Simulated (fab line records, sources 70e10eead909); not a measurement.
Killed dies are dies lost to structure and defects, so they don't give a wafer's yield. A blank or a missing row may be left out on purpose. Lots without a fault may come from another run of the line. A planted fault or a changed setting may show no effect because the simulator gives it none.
fab line records | flow nand_harc
record lots=6 wafers=18 last_day=25
route steps=1159 shown THIN_TSV@1140 END@1159
lots that met no fault: from a run of the same line without faults
start_h: hours from the record's first day to the start of the lot's first wafer shown | wait_h: hours since the lot's step before | " the same as in the row above | L1.1+2: a row that stands for several wafers | - no value, or no start given | * or withheld: withheld | < > ~ a bound
route shown NAME@n: a module of which the file shows steps, and the number in the route of the first | usual: mean/standard deviation of fault-free wafers | same: alike in all rows | chamber/n: place in a boat | sites: the reading at each site | _std_site: their standard deviation | _edge_site: outer sites' mean less inner sites' | radius_mm: how far each site lies from the wafer's centre | mask NAME#n: copy n | behind: the tool/chamber that last shaped the wafer | hold: why the lot was held/for how many hours/how that ended | device: the transistor (n, p or np) that didn't switch | end of line: the same wafers' tests at the end of the route | a step without rows: its recipe alone | killed: dies lost to structure and defects at the first sort, not the wafer's yield | map: a wafer's dies, x killed, . not, _ none there
set.NAME: the setting as run; set.NAME@STEP: as run at that earlier step | model.NAME: the simulator's own value behind a step, which no gauge read
lots at some steps of the route; a table a step, a row a wafer
services: from which hour (start_h, from the record's first day; less than 0 if before it) a tool's chamber was out of use, for how many hours, and why
## steps
# step NHARC_THIN_TSV_DEHYDRATE_25
# recipe temp_c=150 time_s=120
# step NHARC_THIN_TSV_HMDS_26
# recipe time_s=30
# step NHARC_THIN_TSV_COAT_27
# recipe spin_rpm=*
# step NHARC_THIN_TSV_SOFTBAKE_28
# recipe temp_c=122 time_s=95
# step NHARC_THIN_TSV_EBR_29
# step NHARC_THIN_TSV_EXPOSE_30
# recipe na=0.55 dose_mj=11.47 mask_id=PAD
# step NHARC_THIN_TSV_PEB_31
# recipe peb_temp_c=118 peb_time_s=85
# step NHARC_THIN_TSV_DEVELOP_32
# recipe time_s=70
# step NHARC_THIN_TSV_CD_MEAS_33
# recipe target_cd_nm=5000 landing_energy_ev=500
# usual cd_nm=4999.4/2.7
# columns lot.wafer tool chamber start_h wait_h cd_nm
L202.1 cd_sem-02 0 455.55 - 4997.3
L202.3 " 0 " " 4998.1
L202.4 " 0 " " 5000.7
L209.3 cd_sem-02 0 479.43 - 4997.8
L209.4 " 0 " " 4998.9
L209.6 " 0 " " 4997.3
L211.2 cd_sem-01 0 528.41 - 4997.4
L211.3 " 0 " " 4999.0
L211.5 " 0 " " 4999.6
L217.4 cd_sem-03 0 542.96 - 5000.2
L217.5 " 0 " " 5002.9
L217.6 " 0 " " 4998.6
L222.3 cd_sem-01 0 556.88 - 5002.9
L222.4 " 0 " " 5002.3
L222.5 " 0 " " 5000.8
L223.1 cd_sem-03 0 567.82 - 4992.8
L223.2 " 0 " " 5002.6
L223.5 " 0 " " 4997.2
# step NHARC_THIN_TSV_HARDBAKE_34
# recipe temp_c=125 time_s=80
# step NHARC_THIN_TSV_DESCUM_35
# recipe time_s=3 o2_flow_sccm=200 ar_flow_sccm=0 bias_power_w=0 chemistry=O2
# usual drypump_motor_current_A=5.72/0.24 oes_product_au=0.995/0.012 rf_vpp_V=57.8/0.9 showerhead_plenum_p_Torr=1.91/0.089 throttle_valve_pct=11.311/0.009
# same bias_power_w=0
# columns lot.wafer tool chamber start_h wait_h drypump_motor_current_A oes_product_au rf_hours_counter_h rf_vpp_V showerhead_plenum_p_Torr throttle_valve_pct
L202.4 rie_diel-04 0 455.71 - 5.66 1.005 13 58.2 2.00 11.309
L202.3 " 2 " " 5.23 1.009 12 57.5 1.89 11.289
L202.1 " 3 " " 5.69 1.026 11 58.5 2.03 11.301
L209.3 rie_diel-07 0 479.58 - 5.84 0.965 7 57.4 1.77 11.305
L209.4 " 1 " " 5.89 1.006 8 58.4 2.01 11.309
L209.6 " 1 " " 5.90 1.006 - 58.5 2.01 11.303
L211.2 rie_diel-13 0 528.60 - 5.86 0.995 4 57.9 1.95 11.324
L211.3 " 1 " " 5.61 0.986 4 57.8 1.88 11.328
L211.5 " 2 " " 5.39 1.001 - 59.4 1.98 11.304
L217.4 rie_diel-07 3 543.15 - 5.52 0.998 12 57.9 1.90 11.302
L217.6 " 0 " " 5.85 0.973 - 57.4 1.77 11.287
L217.5 " 1 " " 5.90 0.999 - 56.7 2.01 11.314
L222.3 rie_diel-13 2 557.05 - 5.38 1.002 7 57.5 1.98 11.320
L222.4 " 0 " " 5.84 0.991 7 58.2 1.95 11.320
L222.5 " 1 " " 5.63 1.002 - 57.2 1.88 11.303
L223.1 rie_diel-13 1 567.98 - 5.62 0.989 8 58.0 1.88 11.302
L223.2 " 2 " " 5.34 1.003 8 58.1 1.98 11.308
L223.5 " 1 " " 5.63 0.995 - 57.1 1.88 11.300
# step NHARC_THIN_TSV_ETCH_59
# recipe target_depth_a=8800 icp_w=900 bias_w=100 Cl2_flow_sccm=60 bcl3_flow_sccm=30 time_s=138.1 chemistry=Cl2/BCl3
# usual bias_w=100.0/0.32 drypump_motor_current_A=5.4/0.42 oes_product_au=0.992/0.01 throttle_valve_pct=22.265/0.009
# columns lot.wafer tool chamber start_h wait_h bias_w drypump_motor_current_A oes_product_au rf_hours_counter_h throttle_valve_pct
L202.1 rie_metal-02 1 455.84 0.1 99.9 5.0 0.989 1.4 22.262
L202.3 " 1 " " 100.0 4.9 0.999 - 22.256
L202.4 " 0 " " 100.6 4.8 1.009 - 22.268
L209.4 rie_metal-03 1 479.78 0.2 100.2 5.6 0.979 - 22.265
L209.3 " 0 " " 99.9 5.1 0.969 - 22.270
L209.6 " 1 " " 100.1 5.6 0.978 - 22.259
L211.2 rie_metal-02 1 528.70 0.1 100.0 4.9 0.996 3.6 22.267
L211.3 " 0 " " 100.1 4.8 1.003 - 22.262
L211.5 " 0 " " 100.0 4.8 0.998 - 22.281
L217.4 rie_metal-02 0 543.34 0.2 99.2 4.8 1.003 - 22.260
L217.6 " 1 " " 100.1 4.9 1.009 - 22.260
L217.5 " 0 " " 99.6 4.8 1.008 - 22.271
L222.4 rie_metal-01 1 557.23 0.1 99.4 5.5 1.004 - 22.276
L222.3 " 0 " " 99.9 6.0 0.978 - 22.270
L222.5 " 0 " " 99.7 6.0 0.974 - 22.279
L223.1 rie_metal-03 0 568.11 0.1 100.2 5.1 0.986 3.0 22.268
L223.2 " 1 " " 100.2 5.6 0.973 3.0 22.256
L223.5 " 1 " " 100.6 5.6 0.982 - 22.260
# step NHARC_THIN_TSV_ETCH_36
# recipe target_depth_a=650 over_etch_frac=0.3 time_s=18.571 ion_energy_ev=150 chemistry=Cl2/BCl3
# usual drypump_motor_current_A=5.4/0.42 oes_product_au=0.992/0.012 over_etch_frac=0.3/0
# columns lot.wafer tool chamber start_h wait_h drypump_motor_current_A oes_product_au over_etch_frac rf_hours_counter_h
L202.1 rie_metal-02 1 456.11 0.2 5.0 0.996 0.3 1.5
L202.4 " 0 " " 4.8 1.007 0.3 -
L202.3 " 1 " " 4.9 0.994 0.3 -
L209.3 rie_metal-03 0 479.98 0.1 5.1 0.975 0.3 -
L209.4 " 1 " " 5.6 0.975 0.3 -
L209.6 " 1 " " 5.6 0.981 0.3 -
L211.2 rie_metal-02 0 528.96 0.2 4.8 1.008 0.55746 4.2
L211.3 " 0 " " 4.8 1.005 0.55746 -
L211.5 " 1 " " 5.0 1.001 0.55746 -
L217.4 rie_metal-02 1 543.51 0.1 5.0 0.997 0.55746 -
L217.5 " 1 " " 5.0 0.993 0.55746 -
L217.6 " 0 " " 4.8 0.996 0.55746 -
L222.4 rie_metal-01 0 557.43 0.2 6.0 0.987 0.3 -
L222.3 " 1 " " 5.4 0.992 0.3 -
L222.5 " 0 " " 6.0 0.988 0.3 -
L223.1 rie_metal-03 0 568.36 0.2 5.1 0.981 0.3 3.2
L223.2 " 1 " " 5.6 0.967 0.3 3.2
L223.5 " 0 " " 5.2 0.975 0.3 -
# step NHARC_THIN_TSV_STRIP_56
# recipe power_w=1500 temp_c=250 chemistry=O2
# usual drypump_motor_current_A=5.8/0.4 heater_power_w=305/7.2
# columns lot.wafer tool chamber start_h wait_h drypump_motor_current_A heater_power_w rf_hours_counter_h
L202.1 plasma_asher-02 0 456.22 0.1 6.3 310 32
L202.3 " 0 " " 6.3 296 -
L202.4 " 1 " " 5.3 312 -
L209.3 plasma_asher-02 0 480.16 0.2 6.3 298 -
L209.4 " 1 " " 5.3 296 -
L209.6 " 1 " " 5.3 311 -
L211.2 plasma_asher-01 0 529.11 0.2 5.9 302 19
L211.3 " 0 " " 5.9 315 -
L211.5 " 1 " " 5.5 312 -
L217.4 plasma_asher-01 1 545.78 2.3 5.5 309 -
L217.5 " 1 " " 5.5 298 -
L217.6 " 0 " " 5.9 304 -
L222.4 plasma_asher-01 1 557.61 0.2 5.5 304 -
L222.3 " 0 " " 5.9 307 -
L222.5 " 0 " " 5.9 310 -
L223.1 plasma_asher-01 0 568.75 0.4 5.9 302 36
L223.2 " 1 " " 5.5 315 36
L223.5 " 1 " " 5.5 313 -
# step NHARC_END_SORT_01
# recipe temp_c=25
# usual defect_limited_yield=95.5/1.4 killed_at_array=26/9.1 killed_at_other=0.7/0.9 killed_at_periphery=3.6/2.8 killed_dies=30/9.2 killed_open=3.0/1.9 killed_short=2.0/1.4 sort_bin_2_pct=1.4/0.6 sort_bin_3_pct=0.23/0.17 sort_bin_4_pct=2.8/0.92 sort_n_pass=647/9.2 sort_rim_yield_pct=95.9/2.1 sort_yield_pct=95.5/1.4
# same gross_dies=677 sort_bin_5_pct[%]=0 sort_bin_6_pct[%]=0 sort_bin_7_pct[%]=0 sort_bin_8_pct[%]=0 sort_rim_n_gross=106.00
# columns lot.wafer tool chamber start_h wait_h defect_limited_yield[%] killed_at_array killed_at_other killed_at_periphery killed_dies killed_open killed_short sort_bin_2_pct[%] sort_bin_3_pct[%] sort_bin_4_pct[%] sort_n_pass sort_rim_yield_pct[%] sort_yield_pct[%]
L202.1 prober-01 0 467.98 2.5 96.2 24 0 2 26 4 2 0.9 0 3.0 651 98.1 96.2
L202.3 prober-01 0 469.57 3.1 95.1 27 1 5 33 4 5 1.9 0.15 2.8 644 94.3 95.1
L202.4 prober-01 0 470.37 3.4 96.0 22 0 5 27 5 1 1.2 0.44 2.4 650 98.1 96.0
L209.3 prober-02 0 491.12 3.1 95.1 27 2 4 33 2 3 1.8 0.30 2.8 644 96.2 95.1
L209.4 prober-02 0 491.91 3.4 96.9 16 1 4 21 2 0 0.9 0 2.2 656 98.1 96.9
L209.6 prober-02 0 493.50 4.0 96.2 24 1 1 26 1 2 0.4 0.15 3.2 651 97.2 96.2
L211.2 prober-02 0 538.17 2.8 92.3 49 0 3 52 4 5 2.8 0.44 4.4 625 93.4 92.3
L211.3 prober-02 0 538.97 3.1 92.3 49 1 2 52 1 2 1.8 0.30 5.6 625 94.3 92.3
L211.5 prober-02 0 540.58 3.7 93.1 45 1 1 47 4 3 1.9 0.44 4.6 630 92.5 93.1
L217.4 prober-02 0 556.29 3.4 95.3 25 1 6 32 2 1 1.2 0.30 3.2 645 96.2 95.3
L217.5 prober-02 0 557.07 3.7 93.9 35 1 5 41 7 3 2.1 0.44 3.5 636 93.4 93.9
L217.6 prober-02 0 557.86 3.9 95.6 28 1 1 30 3 1 2.2 0 2.2 647 98.1 95.6
L222.3 prober-02 0 578.90 3.1 94.7 23 3 10 36 5 1 1.5 0 3.8 641 97.2 94.7
L222.4 prober-02 0 579.69 3.4 95.3 21 0 11 32 2 2 1.9 0.30 2.5 645 97.2 95.3
L222.5 prober-02 0 580.49 3.7 95.0 22 2 10 34 4 2 1.3 0 3.7 643 95.3 95.0
# killed by level:class
L202.1 A_CHANNEL_HOLE_D1:chamber_film_flake=13 A_M0:geometric_particle:open=3 A_STAIRCASE:chamber_film_flake=3 A_WL_FILL:geometric_particle:short=2 A_BONDPAD:chamber_film_flake=2 P_M2:geometric_particle:open=1 P_BONDPAD:chamber_film_flake=1 A_CONTACT:chamber_film_flake=1
L202.3 A_CHANNEL_HOLE_D1:chamber_film_flake=12 A_WL_FILL:geometric_particle:short=3 P_GATE:chamber_film_flake=3 A_STAIRCASE:chamber_film_flake=3 A_M0:geometric_particle:open=2 A_CONTACT:chamber_film_flake=2 P_CONTACT:geometric_particle:open=1 A_WL_FILL:geometric_particle:open=1
L202.4 A_CHANNEL_HOLE_D1:chamber_film_flake=16 A_STAIRCASE:chamber_film_flake=3 P_GATE:geometric_particle:open=1 P_CONTACT:geometric_particle:open=1 P_M0:geometric_particle:open=1 A_CHANNEL_FILL_D1:geometric_particle:short=1 A_CONTACT:geometric_particle:open=1 A_M0:geometric_particle:open=1
L209.3 A_CHANNEL_HOLE_D1:chamber_film_flake=18 A_STAIRCASE:chamber_film_flake=4 P_GATE:chamber_film_flake=2 P_GATE:geometric_particle:short=1 A_CHANNEL_FILL_D1:geometric_particle:open=1 A_SGD_CUT:geometric_particle:short=1 A_M0:geometric_particle:open=1 STARTING-WAFER:geometric_particle:short=1
L209.4 A_CHANNEL_HOLE_D1:chamber_film_flake=9 A_STAIRCASE:chamber_film_flake=3 A_CONTACT:chamber_film_flake=3 P_STI:chamber_film_flake=2 P_CONTACT:geometric_particle:open=1 A_CONTACT:geometric_particle:open=1 P_GATE:chamber_film_flake=1 THIN_TSV:chamber_film_flake=1
L209.6 A_CHANNEL_HOLE_D1:chamber_film_flake=16 A_STAIRCASE:chamber_film_flake=3 A_ONON_D1:geometric_particle:open=1 A_ONON_D1:geometric_particle:short=1 A_WL_FILL:geometric_particle:short=1 P_GATE:chamber_film_flake=1 A_WL_FILL:chamber_film_flake=1 A_M0:chamber_film_flake=1
L211.2 A_CHANNEL_HOLE_D1:chamber_film_flake=22 A_SLIT:chamber_film_flake=10 A_STAIRCASE:chamber_film_flake=4 A_CONTACT:chamber_film_flake=3 P_M0:geometric_particle:open=2 A_WL_FILL:geometric_particle:short=2 A_SOURCE_PLATE:geometric_particle:open=1 A_CHANNEL_HOLE_D1:geometric_particle:short=1
L211.3 A_CHANNEL_HOLE_D1:chamber_film_flake=29 A_SLIT:chamber_film_flake=9 A_CONTACT:chamber_film_flake=6 A_STAIRCASE:chamber_film_flake=2 P_CONTACT:geometric_particle:short=1 A_CHANNEL_FILL_D1:geometric_particle:short=1 A_M1:geometric_particle:open=1 P_STI:chamber_film_flake=1
L211.5 A_SLIT:chamber_film_flake=16 A_CHANNEL_HOLE_D1:chamber_film_flake=12 A_CONTACT:chamber_film_flake=3 A_WL_FILL:geometric_particle:short=2 A_ZERO_WELL:chamber_film_flake=2 A_SGD_CUT:chamber_film_flake=2 A_WL_FILL:chamber_film_flake=2 A_CHANNEL_HOLE_D1:geometric_particle:open=1
L217.4 A_SLIT:chamber_film_flake=12 A_CHANNEL_HOLE_D1:chamber_film_flake=7 P_GATE:chamber_film_flake=4 A_CONTACT:chamber_film_flake=3 A_ONON_D1:geometric_particle:open=1 A_CHANNEL_FILL_D1:geometric_particle:short=1 A_CONTACT:geometric_particle:open=1 P_STI:chamber_film_flake=1
L217.5 A_SLIT:chamber_film_flake=15 A_CONTACT:chamber_film_flake=8 A_CHANNEL_HOLE_D1:chamber_film_flake=4 A_CHANNEL_FILL_D1:geometric_particle:open=2 A_CONTACT:geometric_particle:open=2 P_GATE:chamber_film_flake=2 P_M1:geometric_particle:short=1 A_SLIT:geometric_particle:open=1
L217.6 A_SLIT:chamber_film_flake=15 A_CONTACT:chamber_film_flake=6 A_CHANNEL_HOLE_D1:chamber_film_flake=4 A_CHANNEL_FILL_D1:geometric_particle:open=1 A_WL_FILL:geometric_particle:open=1 A_CONTACT:geometric_particle:short=1 THIN_TSV:geometric_particle:open=1 P_STI:chamber_film_flake=1
L222.3 A_CHANNEL_HOLE_D1:chamber_film_flake=11 P_CONTACT:chamber_film_flake=5 A_CONTACT:chamber_film_flake=4 P_M2:chamber_film_flake=3 A_SLIT:chamber_film_flake=2 THIN_TSV:chamber_film_flake=2 P_M0:geometric_particle:short=1 A_ONON_D1:geometric_particle:open=1
L222.4 A_CHANNEL_HOLE_D1:chamber_film_flake=8 A_CONTACT:chamber_film_flake=7 P_CONTACT:chamber_film_flake=6 P_M2:chamber_film_flake=5 A_SOURCE_PLATE:geometric_particle:open=1 A_ONON_D1:geometric_particle:short=1 A_BLC:geometric_particle:open=1 A_M0:geometric_particle:short=1
L222.5 A_CHANNEL_HOLE_D1:chamber_film_flake=10 A_CONTACT:chamber_film_flake=6 P_M2:chamber_film_flake=4 P_CONTACT:chamber_film_flake=3 P_GATE:geometric_particle:open=2 THIN_TSV:chamber_film_flake=2 A_SOURCE_PLATE:geometric_particle:short=1 A_WL_FILL:geometric_particle:short=1
## services
# columns tool chamber start_h hours kind
rie_diel-13 0 439.06 12.5 repair
rie_diel-13 - 453.00 9.0 pm
rie_metal-03 - 453.04 9.0 pm
rie_metal-03 0 453.04 9.0 vent_cycle
rie_metal-03 1 453.04 9.0 vent_cycle
plasma_asher-01 - 461.71 9.0 pm
plasma_asher-01 0 461.71 18.0 vent_cycle
plasma_asher-01 1 461.71 18.0 vent_cycle
rie_diel-04 - 465.90 9.0 pm
rie_diel-04 3 478.24 14.8 repair
rie_diel-07 3 480.85 7.0 repair
plasma_asher-02 - 496.78 4.6 repair
rie_diel-13 0 501.06 2.7 repair
plasma_asher-02 - 501.60 8.2 repair
rie_diel-04 1 502.93 6.6 repair
rie_diel-04 - 506.15 1.2 repair
rie_metal-01 - 509.25 9.0 pm
rie_diel-13 - 514.42 0.7 repair
plasma_asher-02 - 524.14 1.6 repair
rie_diel-07 1 524.50 9.5 repair
plasma_asher-02 - 537.00 9.0 pm
rie_metal-02 - 565.00 9.0 pm
rie_metal-02 0 565.00 9.0 vent_cycle
rie_metal-02 1 565.00 9.0 vent_cycle
## key
first_sign step=NHARC_THIN_TSV_ETCH_36 reading=over_etch_frac direction=up sigmas=99+ usual=0.3 struck=0.55746
effect none on later readings
met_at NHARC_THIN_TSV_ETCH_36
struck_wafers L211.2,L211.3,L211.5,L217.4,L217.5,L217.6
onset_between 456.11 528.96
fault kind=process_parameter_drift tool=rie_metal-02 chamber=- onset_h=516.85 steps=NHARC_THIN_TSV_ETCH_36 channel=over_etch_frac offset=0.25746 shape=step end_h=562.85 stated=0.3
